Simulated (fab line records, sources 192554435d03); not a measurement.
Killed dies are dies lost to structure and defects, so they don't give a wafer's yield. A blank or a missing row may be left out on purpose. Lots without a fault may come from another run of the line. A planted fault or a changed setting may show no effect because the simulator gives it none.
fab line records | flow n5_finfet
record lots=11 wafers=33 last_day=18
route steps=1938 shown BEOL_M10@1511 TV_OPEN@1888 PASSIVATION@1909
lots that met no fault: from a run of the same line without faults
start_h: hours from the record's first day to the start of the lot's first wafer shown | wait_h: hours since the lot's step before | " the same as in the row above | L1.1+2: a row that stands for several wafers | - no value, or no start given | * or withheld: withheld | < > ~ a bound
route shown NAME@n: a module of which the file shows steps, and the number in the route of the first | usual: mean/standard deviation of fault-free wafers | same: alike in all rows | chamber/n: place in a boat | sites: the reading at each site | _std_site: their standard deviation | _edge_site: outer sites' mean less inner sites' | radius_mm: how far each site lies from the wafer's centre | mask NAME#n: copy n | behind: the tool/chamber that last shaped the wafer | hold: why the lot was held/for how many hours/how that ended | device: the transistor (n, p or np) that didn't switch | end of line: the same wafers' tests at the end of the route | a step without rows: its recipe alone | killed: dies lost to structure and defects at the first sort, not the wafer's yield | map: a wafer's dies, x killed, . not, _ none there
set.NAME: the setting as run; set.NAME@STEP: as run at that earlier step | model.NAME: the simulator's own value behind a step, which no gauge read
steps of the route over a sample of lots; a table a step, a row a wafer
services: from which hour (start_h, from the record's first day; less than 0 if before it) a tool's chamber was out of use, for how many hours, and why
## steps
# step N5_BEOL_M10_STRIP_36
# recipe chemistry=N2/H2 power_w=450 temp_c=40 pressure_mtorr=20 rf_frequency_hz=6e+07 overash_fraction=0.3 bias_power_w=7 h2_frac=0.5 n2_flow_sccm=200 h2_flow_sccm=200
# usual drypump_motor_current_A=5.5/0.34 oes_product_au=0.82/0.067 rf_vpp_V=59.3/2.1 showerhead_plenum_p_Torr=2.55/0.086 throttle_valve_pct=23.7/0.37
# columns lot.wafer tool chamber start_h wait_h drypump_motor_current_A oes_product_au rf_hours_counter_h rf_vpp_V showerhead_plenum_p_Torr throttle_valve_pct
L428.2 rie_diel-06 1 215.37 0.0 5.3 0.75 147 59.5 2.44 24.0
L428.3 " 0 " " 5.5 0.72 208 57.0 2.52 23.3
L428.4 " 2 " " 5.0 0.79 103 56.6 2.46 23.9
L429.1 rie_diel-03 2 224.17 0.0 5.7 0.85 46 62.0 2.69 23.3
L429.2 " 3 " " 5.7 0.94 17 59.5 2.60 24.1
L429.3 " 0 " " 5.1 0.83 58 58.7 2.47 23.6
L430.1 rie_diel-04 1 224.19 0.0 5.7 0.92 19 61.6 2.59 23.5
L430.2 " 3 " " 5.5 0.87 51 59.7 2.58 23.1
L430.5 " 0 " " 5.4 0.79 - 59.2 2.69 24.0
L438.1 rie_diel-03 3 271.83 0.0 5.7 0.92 33 60.9 2.60 24.1
L438.5 " 2 " " 5.7 0.82 - 60.2 2.68 23.2
L438.6 " 1 " " 5.5 0.91 - 59.0 2.49 23.3
L440.2 rie_diel-04 1 287.85 0.0 5.8 0.87 41 57.3 2.59 23.5
L440.3 " 0 " " 5.4 0.78 102 61.5 2.68 24.1
L440.6 " 1 " " 5.8 0.86 - 56.2 2.59 23.5
L444.2 rie_diel-04 3 310.34 0.0 5.5 0.84 80 60.5 2.56 23.1
L444.3 " 1 " " 5.8 0.86 49 60.1 2.58 23.5
L444.5 " 0 " " 5.4 0.77 - 56.7 2.67 24.0
L441.2 rie_diel-04 3 310.81 0.0 5.5 0.83 80 63.4 2.56 23.1
L441.3 " 1 " " 5.7 0.84 49 61.1 2.58 23.5
L441.5 " 1 " " 5.7 0.87 - 58.5 2.58 23.6
L447.3 rie_diel-06 3 343.21 0.0 6.5 0.97 5 58.9 2.60 23.9
L447.5 " 2 " " 5.0 0.78 - 58.3 2.43 24.0
L447.6 " 3 " " 6.5 0.96 - 62.2 2.60 23.8
L450.1 rie_diel-03 3 363.45 0.0 5.7 0.88 59 59.8 2.58 24.2
L450.2 " 0 " " 5.0 0.78 110 60.4 2.45 23.7
L450.4 " 1 " " 5.6 0.84 - 58.3 2.48 23.3
L449.2 rie_diel-03 1 363.91 0.0 5.6 0.86 46 58.5 2.48 23.4
L449.4 " 3 " " 5.6 0.88 - 56.3 2.58 24.1
L449.6 " 1 " " 5.6 0.84 - 59.9 2.47 23.4
L451.2 rie_diel-03 1 370.34 0.0 5.6 0.86 48 58.2 2.47 23.3
L451.4 " 2 " " 5.7 0.80 93 57.9 2.67 23.3
L451.5 " 2 " " 5.6 0.80 - 57.8 2.67 23.3
# step N5_PASSIVATION_VIA_ETCH_13
# recipe chemistry=CHF3/O2 target=SiO2 target_depth_a=6600 CHF3_flow_sccm=50 O2_flow_sccm=5 Ar_flow_sccm=200 time_s=330 mask_material=PR pressure_mtorr=30 source_w=650 bias_w=170 ion_energy_ev=200 ends=cleared
# usual drypump_motor_current_A=5.9/0.32 etch_rf_on_time_s=235/3.5 mfc_ar_sccm=200.0/0.55 oes_product_au=0.73/0.073 rf_fwd_power_W=647.7/2.2 rf_vpp_V=524/4.2 showerhead_plenum_p_Torr=2.41/0.042 throttle_valve_pct=18.84/0.24
# columns lot.wafer tool chamber start_h wait_h drypump_motor_current_A etch_rf_on_time_s mfc_ar_sccm oes_product_au rf_fwd_power_W rf_hours_counter_h rf_vpp_V showerhead_plenum_p_Torr throttle_valve_pct
L428.2 rie_diel-01 1 261.12 0.0 5.9 228 200.6 0.88 646.3 2 519 2.37 18.60
L428.3 " 0 " " 6.3 232 200.8 0.84 648.1 15 529 2.46 18.41
L428.4 " 2 " " 5.5 233 199.5 0.61 647.1 241 532 2.46 19.17
L429.1 rie_diel-02 1 266.42 0.0 6.4 235 200.2 0.64 647.5 201 525 2.39 19.16
L429.2 " 3 " " 5.6 241 200.1 0.65 644.2 173 525 2.41 18.71
L429.3 " 0 " " 5.4 238 199.7 0.70 647.3 107 520 2.43 18.89
L430.1 rie_diel-05 0 270.31 0.0 6.1 231 200.8 0.76 649.2 69 519 2.44 19.01
L430.2 " 3 " " 6.0 236 200.7 0.62 645.7 247 527 2.47 18.94
L430.5 " 0 " " 6.1 233 199.9 0.76 649.2 - 520 2.44 19.01
L438.1 rie_diel-05 3 313.75 0.0 6.0 235 200.5 0.85 651.1 5 526 2.47 18.55
L438.5 " 3 " " 6.0 235 200.7 0.85 646.2 - 526 2.47 18.56
L438.6 " 0 " " 6.1 234 200.0 0.75 650.4 - 519 2.44 19.05
L440.2 rie_diel-01 1 350.00 0.0 6.0 236 199.5 0.81 646.7 30 519 2.36 18.63
L440.3 " 3 " " 5.8 233 199.4 0.67 650.1 169 526 2.31 19.18
L440.6 " 1 " " 5.9 235 200.3 0.81 645.7 - 519 2.36 18.62
L441.2 rie_diel-02 3 363.59 0.0 5.7 240 200.6 0.63 647.1 201 525 2.40 18.75
L441.3 " 1 " " 6.4 234 199.4 0.63 648.7 231 526 2.38 19.23
L441.5 " 1 " " 6.4 233 199.1 0.63 646.3 - 523 2.38 19.21
L444.2 rie_diel-05 1 364.68 0.0 5.9 236 199.7 0.73 647.0 90 522 2.43 18.59
L444.3 " 2 " " 5.5 237 200.7 0.69 649.5 117 529 2.42 18.84
L444.5 " 3 " " 6.0 238 199.7 0.80 646.1 - 527 2.47 18.56
L447.3 rie_diel-01 3 392.20 0.0 5.8 234 199.6 0.67 651.7 180 525 2.30 19.20
L447.5 " 0 " " 6.3 237 199.4 0.78 647.7 - 527 2.44 18.48
L447.6 " 3 " " 5.8 236 199.8 0.67 646.8 - 526 2.30 19.20
L450.1 rie_diel-05 2 411.23 0.0 5.5 238 200.3 0.68 649.2 126 531 2.41 18.86
L450.2 " 0 " " 6.1 230 200.5 0.72 647.4 106 520 2.43 19.08
L450.4 " 1 " " 5.8 241 201.1 0.72 647.7 99 521 2.43 18.62
L449.2 rie_diel-05 2 415.44 0.0 5.5 233 199.6 0.68 654.6 128 531 2.41 18.85
L449.4 " 1 " " 5.8 239 201.2 0.72 648.9 101 521 2.43 18.61
L449.6 " 1 " " 5.9 240 201.2 0.72 650.9 - 521 2.43 18.59
L451.2 rie_diel-05 3 424.76 0.0 6.0 236 199.1 0.78 655.4 33 526 2.46 18.59
L451.4 " 2 " " 5.5 239 200.1 0.67 648.0 130 531 2.41 18.84
L451.5 " 0 " " 6.1 236 200.4 0.72 647.7 - 519 2.42 19.09
# step N5_PASSIVATION_AL_ETCH_33
# recipe chemistry=Cl2/BCl3 target_depth_a=28000 over_etch_frac=0.15 Cl2_flow_sccm=180 bcl3_flow_sccm=60 target=Al stop_on=TaN time_s=466.7 ion_energy_ev=100 pressure_mtorr=10 icp_w=900 bias_w=100
# usual drypump_motor_current_A=5.7/0.57 oes_product_au=0.73/0.076 rf_fwd_power_W=899.1/2.6 throttle_valve_pct=34.06/0.21
# columns lot.wafer tool chamber start_h wait_h drypump_motor_current_A oes_product_au rf_fwd_power_W rf_hours_counter_h throttle_valve_pct
L428.2 rie_metal-01 0 262.81 0.1 6.5 0.58 905.9 106 34.23
L428.3 " 1 " " 5.2 0.71 898.5 - 33.94
L428.4 " 0 " " 6.5 0.59 900.3 - 34.21
L429.1 rie_metal-02 1 268.03 0.1 6.0 0.79 897.6 11 34.16
L429.2 " 0 " " 4.8 0.70 897.4 44 34.07
L429.3 " 0 " " 4.8 0.71 901.2 - 34.09
L430.1 rie_metal-03 1 272.23 0.1 6.2 0.80 901.0 11 34.40
L430.2 " 0 " " 5.5 0.81 892.8 4 33.75
L430.5 " 1 " " 6.2 0.80 898.4 - 34.39
L438.1 rie_metal-01 1 316.92 0.1 5.1 0.70 901.6 47 33.90
L438.5 " 0 " " 6.5 0.58 895.2 - 34.19
L438.6 " 1 " " 5.2 0.70 897.1 - 33.91
L440.2 rie_metal-01 1 351.66 0.2 5.2 0.68 899.7 - 33.96
L440.3 " 1 " " 5.2 0.68 899.9 - 33.95
L440.6 " 1 " " 5.2 0.67 901.4 - 33.97
L441.2 rie_metal-01 1 365.11 0.1 5.2 0.69 897.7 51 33.91
L441.3 " 0 " " 6.5 0.86 905.5 - 34.06
L441.5 " 0 " " 6.5 0.86 907.0 - 34.08
L444.2 rie_metal-01 1 366.26 0.1 5.2 0.68 902.7 52 33.95
L444.3 " 1 " " 5.2 0.68 900.6 - 33.94
L444.5 " 1 " " 5.2 0.68 899.3 - 33.95
L447.3 rie_metal-02 0 393.71 0.2 4.8 0.67 898.8 - 34.10
L447.5 " 0 " " 4.8 0.68 894.9 - 34.08
L447.6 " 1 " " 6.0 0.74 894.5 - 34.16
L450.1 rie_metal-03 1 412.92 0.1 6.2 0.77 895.2 23 34.37
L450.2 " 0 " " 5.5 0.75 899.1 17 33.74
L450.4 " 1 " " 6.2 0.76 895.4 - 34.39
L449.2 rie_metal-01 1 416.99 0.1 5.2 0.68 899.8 56 33.92
L449.4 " 1 " " 5.2 0.67 901.1 - 33.95
L449.6 " 0 " " 6.5 0.81 903.0 - 34.09
L451.2 rie_metal-01 1 426.31 0.1 5.2 0.67 900.4 57 33.94
L451.4 " 1 " " 5.2 0.67 900.1 - 33.94
L451.5 " 0 " " 6.5 0.83 897.5 - 34.05
# step N5_PASSIVATION_PROBE_49
# usual defect_limited_yield=91.4/1.6 killed_at_M0_to_M3=34/12 killed_at_M4_up=13/5.2 killed_at_contacts=11/5.5 killed_at_front_end=40/13 killed_at_other=3.4/2.7 killed_dies=102/19 killed_open=66/15 killed_short=33/7.9 sort_bin_5_function=5.1/1.1 sort_bin_6_memory=3.2/0.7 sort_n_pass=1078/19 sort_yield_pct=91.4/1.6
# same gross_dies=1180 killed_at_back_side=0 sort_bin_4_leakage[%]=0 sort_bin_8_speed[%]=0
# columns lot.wafer tool chamber start_h wait_h defect_limited_yield[%] killed_at_M0_to_M3 killed_at_M4_up killed_at_contacts killed_at_front_end killed_at_other killed_dies killed_open killed_short sort_bin_5_function[%] sort_bin_6_memory[%] sort_n_pass sort_yield_pct[%]
L438.1 prober-02 - 321.67 0.0 91.8 36 13 5 36 7 97 60 32 5.3 2.7 1083 91.8
L438.5 prober-02 - 321.87 0.2 85.1 38 109 8 17 4 176 53 17 8.8 3.7 1004 85.1
L438.6 prober-02 - 321.92 0.3 89.8 44 10 13 47 6 120 76 44 6.4 3.6 1060 89.8
L440.2 prober-01 - 357.12 0.1 90.5 16 16 7 64 9 112 78 32 5.3 3.8 1068 90.5
L440.3 prober-01 - 357.17 0.1 89.7 33 15 5 66 3 122 84 37 5.7 4.5 1058 89.7
L440.6 prober-01 - 357.32 0.3 91.1 14 16 2 69 4 105 71 32 5.4 3.2 1075 91.1
L441.2 prober-01 - 370.00 0.2 91.3 39 8 6 47 3 103 66 37 5.0 3.3 1077 91.3
L444.2 prober-02 - 371.83 0.1 93.5 25 11 9 32 0 77 45 31 2.6 3.5 1103 93.5
L444.3 prober-02 - 371.88 0.1 92.5 21 11 15 40 2 89 55 30 4.2 2.9 1091 92.5
L444.5 prober-02 - 371.98 0.2 93.1 34 3 11 33 0 81 53 28 4.4 2.4 1099 93.1
# killed by level:class
L438.1 BEOL_M2:geometric_particle:open=12 FIN_SAQP:geometric_particle:short=6 BEOL_M1:geometric_particle:open=6 STARTING-WAFER:geometric_particle:short=6 FIN_SAQP:geometric_particle:open=5 STI_FIN_REVEAL:geometric_particle:open=5 BEOL_M3:geometric_particle:open=5 MOL_CONTACT_COAG:geometric_particle:open=4
L438.5 BEOL_M10:unspecified=104 BEOL_M0_SAQP:geometric_particle:open=10 BEOL_M1:geometric_particle:open=10 BEOL_M0_SAQP:geometric_particle:short=9 STI_FIN_REVEAL:geometric_particle:open=6 MOL_CONTACT_COAG:geometric_particle:open=6 DUMMY_GATE:geometric_particle:open=4 BEOL_M2:geometric_particle:open=3
L438.6 BEOL_M0_SAQP:geometric_particle:open=15 BEOL_M0_SAQP:geometric_particle:short=12 FIN_SAQP:geometric_particle:open=11 MOL_CONTACT_COAG:geometric_particle:open=11 FIN_SAQP:geometric_particle:short=7 STI_FIN_REVEAL:geometric_particle:open=7 ILD0:geometric_particle:short=7 BEOL_M2:geometric_particle:open=6
L440.2 STI_FIN_REVEAL:geometric_particle:open=13 FIN_SAQP:geometric_particle:open=8 FIN_SAQP:geometric_particle:short=7 BEOL_M1:geometric_particle:open=7 STI_FIN_REVEAL:geometric_particle:short=6 DUMMY_GATE:geometric_particle:open=6 MOL_CONTACT_COAG:geometric_particle:open=6 SPACER0:geometric_particle:open=4
L440.3 FIN_SAQP:geometric_particle:open=19 FIN_SAQP:geometric_particle:short=13 STI_FIN_REVEAL:geometric_particle:open=13 BEOL_M0_SAQP:geometric_particle:short=7 BEOL_M0_SAQP:geometric_particle:open=6 BEOL_M0:geometric_particle:open=6 BEOL_M4:geometric_particle:open=5 STARTING-WAFER:geometric_particle:open=5
L440.6 STI_FIN_REVEAL:geometric_particle:open=26 FIN_SAQP:geometric_particle:open=12 FIN_SAQP:geometric_particle:short=6 STI_FIN_REVEAL:geometric_particle:short=4 SPACER0:geometric_particle:short=4 BEOL_M4:geometric_particle:open=4 STARTING-WAFER:geometric_particle:open=4 BEOL_M1:geometric_particle:short=3
L441.2 STI_FIN_REVEAL:geometric_particle:open=11 BEOL_M1:geometric_particle:open=10 FIN_SAQP:geometric_particle:short=8 BEOL_M0_SAQP:geometric_particle:open=7 FIN_SAQP:geometric_particle:open=6 BEOL_M1:geometric_particle:short=5 BEOL_M3:geometric_particle:short=5 BEOL_M4:geometric_particle:open=5
L444.2 FIN_SAQP:geometric_particle:short=9 FIN_SAQP:geometric_particle:open=9 MOL_CONTACT_COAG:geometric_particle:open=9 BEOL_M0_SAQP:geometric_particle:short=6 BEOL_M0:geometric_particle:open=5 STARTING-WAFER:geometric_particle:open=4 BEOL_M2:geometric_particle:short=4 DUMMY_GATE:geometric_particle:short=3
L444.3 MOL_CONTACT_COAG:geometric_particle:open=12 FIN_SAQP:geometric_particle:open=11 STI_FIN_REVEAL:geometric_particle:open=5 BEOL_M0_SAQP:geometric_particle:short=5 DUMMY_GATE:geometric_particle:open=4 DUMMY_GATE:geometric_particle:short=4 BEOL_M6:geometric_particle:open=4 HKMG_FIN:area_etch=4
L444.5 FIN_SAQP:geometric_particle:open=10 MOL_CONTACT_COAG:geometric_particle:open=8 BEOL_M0_SAQP:geometric_particle:open=7 BEOL_M3:geometric_particle:open=6 FIN_SAQP:geometric_particle:short=5 BEOL_M0_SAQP:geometric_particle:short=5 BEOL_M0:geometric_particle:open=5 GATE_CUT:geometric_particle:short=4
## services
# columns tool chamber start_h hours kind
rie_metal-02 - 205.59 28.1 pm
rie_diel-05 1 210.89 6.7 repair
rie_diel-06 3 226.21 11.0 repair
rie_metal-03 - 230.48 1.4 pm
rie_metal-01 0 249.94 7.1 repair
rie_diel-03 2 276.78 12.1 repair
rie_metal-01 - 307.96 1.4 pm
rie_diel-01 0 311.36 5.4 repair
rie_diel-03 1 329.69 7.5 repair
rie_diel-03 3 332.74 11.1 repair
rie_diel-01 - 338.55 0.3 repair
rie_metal-01 - 343.31 8.0 repair
rie_diel-03 - 344.70 2.8 pm
rie_diel-03 2 362.19 4.5 repair
rie_diel-04 1 374.84 12.1 repair
rie_diel-05 - 374.94 0.4 repair
rie_diel-01 1 377.45 5.0 repair
rie_diel-01 3 382.03 6.1 repair
rie_diel-05 - 385.19 14.6 pm
rie_diel-04 2 388.69 8.6 repair
rie_diel-01 2 400.15 2.8 repair
rie_diel-01 - 402.16 1.0 repair
rie_diel-03 0 407.62 12.5 repair
rie_diel-03 2 418.37 8.2 repair
## key
first_sign step=N5_PASSIVATION_PROBE_49 reading=killed_at_M4_up direction=up sigmas=18 usual=13 struck=109
effect step=N5_PASSIVATION_PROBE_49 reading=defect_limited_yield direction=down sigmas=3.8 usual=91.4 struck=85.1
more_kills_born_at N5_BEOL_M10_STRIP_36@rie_diel-03=104
met_at N5_BEOL_M10_STRIP_36
struck_lots L438
struck_wafers L438.5
not_acting_at N5_PASSIVATION_VIA_ETCH_13,N5_PASSIVATION_AL_ETCH_33
onset_between 224.17 271.83
fault kind=chamber_particle_source tool=rie_diel-03 chamber=2 onset_h=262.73 steps=N5_BEOL_M10_STRIP_36 rate_per_visit_cm2=1.0711 end_h=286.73
